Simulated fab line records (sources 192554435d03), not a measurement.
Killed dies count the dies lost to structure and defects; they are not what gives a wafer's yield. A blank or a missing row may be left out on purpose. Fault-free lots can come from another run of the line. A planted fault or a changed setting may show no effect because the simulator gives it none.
Split-lot trial || flow n5Finfet || route with 1938 steps; 7 lots, 21 wafers read

THE SPLIT
At N5_BEOL_M5_EXPOSE_25 (exposes mask V4, defocus 10 nm), the setting doseMj was moved away from the recipe's 52.75 on 8 of the 21 wafers read, by -6.5% to +6.8%. The other wafers ran this setting at the recipe's value.

FROM THE SPLIT TO THE READING: what the file shows between them, 2 steps
- N5_BEOL_M5_PEB_26: peb time 60 s
- N5_BEOL_M5_DEVELOP_27: develop time 30 s

THE READING
cdNm, in nm, at N5_BEOL_M5_CD_MEAS_28 (target cd 30.6 nm, target cd y 20 nm). Fault-free wafers of this fab line usually give 30.70 nm, standard deviation 0.26 nm.

{"wafer": "L079.2", "tool, chamber at the split": "euvScanner-02, 0", "doseMj as run": 49.31, "against the recipe": "-6.5%", "cdNm, nm": 28.85, "against lot-mates on the recipe": "no lot-mate on the recipe"}
{"wafer": "L079.3", "tool, chamber at the split": "euvScanner-02, 0", "doseMj as run": 49.31, "against the recipe": "-6.5%", "cdNm, nm": 28.82, "against lot-mates on the recipe": "no lot-mate on the recipe"}
{"wafer": "L079.5", "tool, chamber at the split": "euvScanner-02, 0", "doseMj as run": 49.31, "against the recipe": "-6.5%", "cdNm, nm": 29.16, "against lot-mates on the recipe": "no lot-mate on the recipe"}
{"wafer": "L078.1", "tool, chamber at the split": "euvScanner-01, 0", "doseMj as run": 52.75, "against the recipe": "recipe", "cdNm, nm": 30.45, "against lot-mates on the recipe": "-"}
{"wafer": "L078.3", "tool, chamber at the split": "euvScanner-01, 0", "doseMj as run": 52.75, "against the recipe": "recipe", "cdNm, nm": 30.13, "against lot-mates on the recipe": "-"}
{"wafer": "L078.6", "tool, chamber at the split": "euvScanner-01, 0", "doseMj as run": 50.95, "against the recipe": "-3.4%", "cdNm, nm": 29.67, "against lot-mates on the recipe": -0.62}
{"wafer": "L082.2", "tool, chamber at the split": "euvScanner-01, 0", "doseMj as run": 52.75, "against the recipe": "recipe", "cdNm, nm": 30.48, "against lot-mates on the recipe": "-"}
{"wafer": "L082.3", "tool, chamber at the split": "euvScanner-01, 0", "doseMj as run": 52.75, "against the recipe": "recipe", "cdNm, nm": 30.78, "against lot-mates on the recipe": "-"}
{"wafer": "L082.4", "tool, chamber at the split": "euvScanner-01, 0", "doseMj as run": 51.68, "against the recipe": "-2.0%", "cdNm, nm": 30.58, "against lot-mates on the recipe": -0.05}
{"wafer": "L091.1", "tool, chamber at the split": "euvScanner-01, 0", "doseMj as run": 52.75, "against the recipe": "recipe", "cdNm, nm": 30.45, "against lot-mates on the recipe": "-"}
{"wafer": "L091.2", "tool, chamber at the split": "euvScanner-01, 0", "doseMj as run": 52.75, "against the recipe": "recipe", "cdNm, nm": 30.58, "against lot-mates on the recipe": "-"}
{"wafer": "L091.6", "tool, chamber at the split": "euvScanner-01, 0", "doseMj as run": 52.75, "against the recipe": "recipe", "cdNm, nm": 31.13, "against lot-mates on the recipe": "-"}
{"wafer": "L094.1", "tool, chamber at the split": "euvScanner-02, 0", "doseMj as run": 52.75, "against the recipe": "recipe", "cdNm, nm": 30.47, "against lot-mates on the recipe": "-"}
{"wafer": "L094.4", "tool, chamber at the split": "euvScanner-02, 0", "doseMj as run": 52.75, "against the recipe": "recipe", "cdNm, nm": 30.56, "against lot-mates on the recipe": "-"}
{"wafer": "L094.5", "tool, chamber at the split": "euvScanner-02, 0", "doseMj as run": 54.3, "against the recipe": "+2.9%", "cdNm, nm": 31.68, "against lot-mates on the recipe": "+1.16"}
{"wafer": "L095.1", "tool, chamber at the split": "euvScanner-02, 0", "doseMj as run": 52.75, "against the recipe": "recipe", "cdNm, nm": 30.58, "against lot-mates on the recipe": "-"}
{"wafer": "L095.2", "tool, chamber at the split": "euvScanner-02, 0", "doseMj as run": 50.46, "against the recipe": "-4.3%", "cdNm, nm": 29.53, "against lot-mates on the recipe": -1.12}
{"wafer": "L095.6", "tool, chamber at the split": "euvScanner-02, 0", "doseMj as run": 52.75, "against the recipe": "recipe", "cdNm, nm": 30.72, "against lot-mates on the recipe": "-"}
{"wafer": "L097.2", "tool, chamber at the split": "euvScanner-01, 0", "doseMj as run": 52.75, "against the recipe": "recipe", "cdNm, nm": 30.89, "against lot-mates on the recipe": "-"}
{"wafer": "L097.4", "tool, chamber at the split": "euvScanner-01, 0", "doseMj as run": 56.33, "against the recipe": "+6.8%", "cdNm, nm": 31.96, "against lot-mates on the recipe": "+1.12"}
{"wafer": "L097.5", "tool, chamber at the split": "euvScanner-01, 0", "doseMj as run": 52.75, "against the recipe": "recipe", "cdNm, nm": 30.80, "against lot-mates on the recipe": "-"}

THE FIT
A straight line over all 21 wafers: cdNm changes by +0.245 nm for each +1% of doseMj; r = +0.95; the points scatter about the line by 0.26 nm.
The same after taking each lot's own level away (the mean of its wafers on the recipe; 18 wafers): +0.202 nm for each +1%; r = +0.89; scatter 0.24 nm.
Per that fit: largest doseMj move, reading shift of 1.4 nm.
The span of the lots' own levels, 30.290 to 30.845 nm, comes to 2.1 times the standard deviation stated above.
So the slope is not independent of the lot-to-lot level: the two fits are not the same.
Check: for one of the wafers moved furthest among these (+6.8%), held out of the fit, the line's prediction against its lot-mates is +1.78 nm. Against them it came out at +1.12 nm.

THE FILE'S OWN FIT
cdNm changes by +0.202 nm for each +1% of doseMj, r = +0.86.
